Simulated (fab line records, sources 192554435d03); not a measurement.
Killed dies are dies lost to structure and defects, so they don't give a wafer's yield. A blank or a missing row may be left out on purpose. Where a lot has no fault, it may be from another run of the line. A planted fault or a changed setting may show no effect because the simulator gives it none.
Chamber matching ; flow n5 finfet ; N5_GATE_CUT_ETCH_36 on rie diel-02: 4 sister chambers
The step etches SiARC in CF4, target depth 13 nm, time 21.7 s. 4 wafers are shown with their chamber, then 7 later ones without.

== EACH WAFER AND ITS CHAMBER ==
wafer;chamber;showerhead plenum p Torr (Torr)
L078.1;0;2.12
L081.2;3;2.12
L084.2;2;2.14
L084.3;1;2.26

== WAFERS WITHOUT THEIR CHAMBER ==
wafer;showerhead plenum p Torr (Torr)
L084.6;2.14
L086.1;2.26
L086.2;2.12
L086.5;2.12
L091.4;2.25
L091.5;2.12
L091.6;2.13

== CHAMBER TAKEN BY EACH ==
wafer;from the rows above;in truth
L084.6;2;2
L086.1;1;1
L086.2;can't be placed: 0 or 3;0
L086.5;can't be placed: 0 or 3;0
L091.4;1;1
L091.5;can't be placed: 0 or 3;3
L091.6;can't be placed: 0 or 3 or 2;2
Correct placement for 3 of the 7. Unplaceable from these rows: 4, with the true chamber sitting among the candidates in 4. Placed wrongly: 0.
How it was worked out, from the rows above alone: a wafer's distance from a chamber is the root of the sum, over the readings, of the square of ((its reading less the chamber's mean) divided by the reading's scatter). The wafer belongs to the nearest chamber; if the next one is less than 2 further off, it can't be placed. A chamber's mean is the mean of its shown wafers. The scatter (one wafer shown for each chamber): square how far every hidden wafer sits from the nearest shown wafer, average those squares and take the square root.
